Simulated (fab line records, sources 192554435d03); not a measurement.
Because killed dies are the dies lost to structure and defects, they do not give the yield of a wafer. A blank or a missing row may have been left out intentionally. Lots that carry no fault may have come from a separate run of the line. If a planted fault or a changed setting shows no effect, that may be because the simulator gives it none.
Problem report, 8D (eight disciplines) form, completed by code :: flow n5Finfet :: the parts of the form that need people (team, actions taken, sign-off) are left out

== 1. THE PROBLEM ==
IOFF_N_LONG at N5_BEOL_M4_RC_MEAS_101 reads a mean of 8.15e-05 nA/um on 3 wafers of 3 lots; wafers without a fault read 5.47e-05 nA/um with a standard deviation of 2.6e-06. Measured from the usual mean, that is +10 standard deviations.
The first sign was on wafer L621.6 at day 12 20:43, on prober-02. The record holds 25 wafers of 9 lots with a number at this step. Rule for "out", or "out of limits": more than 4 standard deviations from the usual mean. The rest of the wafers with a number are treated as sound.

== 2. WHAT IT IS AND WHAT IT IS NOT ==
question: which readings at this step
is: IOFF_N_LONG, VT_N, VT_N_LONG
is not: DIBL_N, DIBL_P, SS_N, SS_P

question: which lots
is: L621, L622, L625
is not: L606, L608, L610, L613, L614, L626

question: which wafers of those lots
is: L621.6, L622.6, L625.6
is not: L621.1, L622.1, L625.1, L625.5

question: read on which gauges
is: prober-01, prober-02
is not: -

question: when
is: from day 12 20:43
is not: up to then (16 sound wafers); but 6 sound wafers of L622, L625, L626 came after

== 3. SUSPECTS, AND WHAT RULES EACH OUT ==
Counting: if a tool at a process step up to the reading ran every lot that is out, it stays a suspect. Sound lots after the first of them don't rule it out here, since some wafers of a struck lot are sound.
- the gauge at N5_BEOL_M4_RC_MEAS_101 is ruled out. The wafers that are out were read on 2 gauges (prober-01, prober-02).
- aldMetal-02 at N5_HKMG_FIN_ALD_91 (deposits TiN, target thk 1 nm, pulse time 1 s, purge time 3 s): kept. It ran every lot that is out, first L621 (day 8 16:16); its last sound lot up to then is L614 (day 7 07:49).
The count leaves aldMetal-02 at N5_HKMG_FIN_ALD_91.

== 4. THE CAUSE (what the simulator had put in) ==
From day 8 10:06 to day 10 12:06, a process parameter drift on aldMetal-02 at N5_HKMG_FIN_ALD_91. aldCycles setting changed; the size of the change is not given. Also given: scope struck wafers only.
This tool alone remained once counting was done.

== 5. THE CHAIN OF EFFECTS, in route order ==
Each row: a reading whose mean over the struck wafers that have a number lies more than 3 standard deviations from the usual. Readings are gone through only where the record gives a usual standard deviation; hours: the median, over the lots, of the time from a lot's start at the first step in this table giving one to that lot's start at this step; sigmas: the change measured in usual standard deviations.
hours: 0
step: N5_BEOL_M4_RC_MEAS_101
reading: IOFF_N
usual: 0.154 nA/um
on struck wafers: 0.250
change: +0.096
sigmas: +4.4

hours: 0
step: N5_BEOL_M4_RC_MEAS_101
reading: IOFF_N_85C
usual: 3.0 nA/um
on struck wafers: 4.6
change: +1.6
sigmas: +4.5

hours: 0
step: N5_BEOL_M4_RC_MEAS_101
reading: IOFF_N_LIN
usual: 0.072 nA/um
on struck wafers: 0.120
change: +0.048
sigmas: +5.5

hours: 0
step: N5_BEOL_M4_RC_MEAS_101
reading: IOFF_N_LONG
usual: 5.47e-05 nA/um
on struck wafers: 8.15e-05
change: +2.68e-05
sigmas: +10

hours: 0
step: N5_BEOL_M4_RC_MEAS_101
reading: ION_N
usual: 675 uA/um
on struck wafers: 703
change: +28
sigmas: +3.2

hours: 0
step: N5_BEOL_M4_RC_MEAS_101
reading: VT_N
usual: 250.0 mV
on struck wafers: 235.8
change: -14.2
sigmas: -5.2

hours: 0
step: N5_BEOL_M4_RC_MEAS_101
reading: VT_N_LONG
usual: 275.2 mV
on struck wafers: 260.7
change: -14.5
sigmas: -7.6

hours: 0
step: N5_BEOL_M4_RC_MEAS_101
reading: VT_N_LVT
usual: 98.5 mV
on struck wafers: 84.5
change: -14.0
sigmas: -5.0

hours: 0
step: N5_BEOL_M4_RC_MEAS_101
reading: VT_P_LVT
usual: -99.6 mV
on struck wafers: -105.6
change: -6.0
sigmas: -3.1

== 6. WHAT WOULD HAVE CAUGHT IT SOONER ==
107 hours passed between the start of the fault at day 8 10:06 and the first reading out of limits at a measuring or inspecting step in this record, taken at day 12 20:43.
Of the tool readings at N5_HKMG_FIN_ALD_91 for which the record gives a usual standard deviation, none was out on any struck wafer, so an alarm limit of 4 standard deviations on them would not have fired.
By day 12 20:43, every lot that is out (3) had started N5_HKMG_FIN_ALD_91 on aldMetal-02. Holding the tool at that point would not have protected any of them.
